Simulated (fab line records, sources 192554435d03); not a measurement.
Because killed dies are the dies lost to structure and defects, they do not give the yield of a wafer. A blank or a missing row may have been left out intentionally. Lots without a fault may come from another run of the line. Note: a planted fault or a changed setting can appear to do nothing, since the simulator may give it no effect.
What tool caused it? -- flow n5Finfet -- 33 wafers from 11 lots sampled at 4 of the route's 1938 steps

WHAT THE GAUGES READ, wafer by wafer
N5_MOL_CONTACT_COAG_THK_MEAS_29.
lot,measured,on,MD_CAP_THK (nm)
L075,day 5 06:36,filmMetro-01,17.92 17.76 17.87
L077,day 6 05:05,filmMetro-02,17.89 18.00 18.00
L079,day 6 14:27,filmMetro-01,17.82 17.86 17.81
L081,day 6 21:38,filmMetro-01,17.87 17.95 17.86
L083,day 7 08:13,filmMetro-01,17.86 17.84 17.84
L085,day 7 22:06,filmMetro-01,17.82 17.91 17.80
L087,day 8 09:30,filmMetro-02,17.79 17.86 17.93
L089,day 8 20:50,filmMetro-02,17.82 17.85 17.80
L091,day 9 09:32,filmMetro-01,17.84 17.90 17.89
L093,day 10 00:04,filmMetro-01,17.93 17.80 17.93
L096,day 10 18:22,filmMetro-01,17.83 17.93 17.92

WHAT TOOL EACH LOT RAN ON (gives the tool, then ch and the chambers of the sampled wafers, and finally the start)
lot,N5_GATE_CUT_HM_OPEN_40,N5_GATE_CUT_CUT_ETCH_55,N5_MOL_CONTACT_COAG_CMP_28
L075,"rieDiel-05 ch 0,1,3, day 4 19:00","rieMetal-03 ch 0,1, day 4 19:22","cmp-03 ch 0,1,3, day 5 06:20"
L077,"rieDiel-05 ch 0,3, day 5 15:52","rieMetal-01 ch 0,1, day 5 16:13","cmp-04 ch 0,2, day 6 04:48"
L079,"rieDiel-06 ch 0,1,3, day 6 00:29","rieMetal-02 ch 0,1, day 6 00:50","cmp-03 ch 0,2,3, day 6 14:10"
L081,"rieDiel-01 ch 0,1,2, day 6 10:13","rieMetal-01 ch 0,1, day 6 10:34","cmp-03 ch 0,1,2, day 6 21:20"
L083,"rieDiel-06 ch 1,2, day 6 20:26","rieMetal-03 ch 0,1, day 6 20:47","cmp-03 ch 0,3, day 7 07:57"
L085,"rieDiel-01 ch 0,2, day 7 08:59","rieMetal-01 ch 0,1, day 7 09:20","cmp-04 ch 1,2,3, day 7 21:55"
L087,"rieDiel-01 ch 0,1,2, day 7 21:34","rieMetal-02 ch 0,1, day 7 21:54","cmp-01 ch 0,1, day 8 09:14"
L089,"rieDiel-01 ch 0,2, day 8 08:14","rieMetal-02 ch 1, day 8 08:35","cmp-01 ch 0,2, day 8 20:35"
L091,"rieDiel-06 ch 0,2, day 8 20:17","rieMetal-03 ch 1, day 8 20:46","cmp-01 ch 0,1, day 9 09:17"
L093,"rieDiel-01 ch 0,2, day 9 08:23","rieMetal-02 ch 0,1, day 9 08:44","cmp-04 ch 0,1,2, day 9 23:48"
L096,"rieDiel-05 ch 0,1, day 10 04:50","rieMetal-02 ch 0,1, day 10 05:32","cmp-04 ch 0,1,3, day 10 18:11"
- N5_GATE_CUT_HM_OPEN_40: chemistry C4F6/O2, target SiO2, target depth 139 nm, time 85.1 s.
- N5_GATE_CUT_CUT_ETCH_55: etches HfO2 in BCl3, target depth 3.2 nm.
- N5_MOL_CONTACT_COAG_CMP_28: polishes, stops on SiNx, t overpolish 0.85 s, target thk 14.522 nm.

THE ANSWER, worked out from the rows above alone
Rule: what is usual is taken from the lots themselves. The widest of any qualifying gaps counts: lots, ordered by their means at a reading, are off when they make up no more than a third of the lots, leave a main group of 4 or more, and stand apart from it by 3 or more times the standard deviation of that group's means. A main group whose means are all the same, to the digits that the tables above print for the reading, isn't used. Also off: a lot with no number at a reading for which 4 or more lots have one. Any other lot the step has rows for is counted as sound.
No lot is off on any of the readings shown, so nothing can be concluded from this.

WHAT HAD BEEN PUT IN BY THE SIMULATOR
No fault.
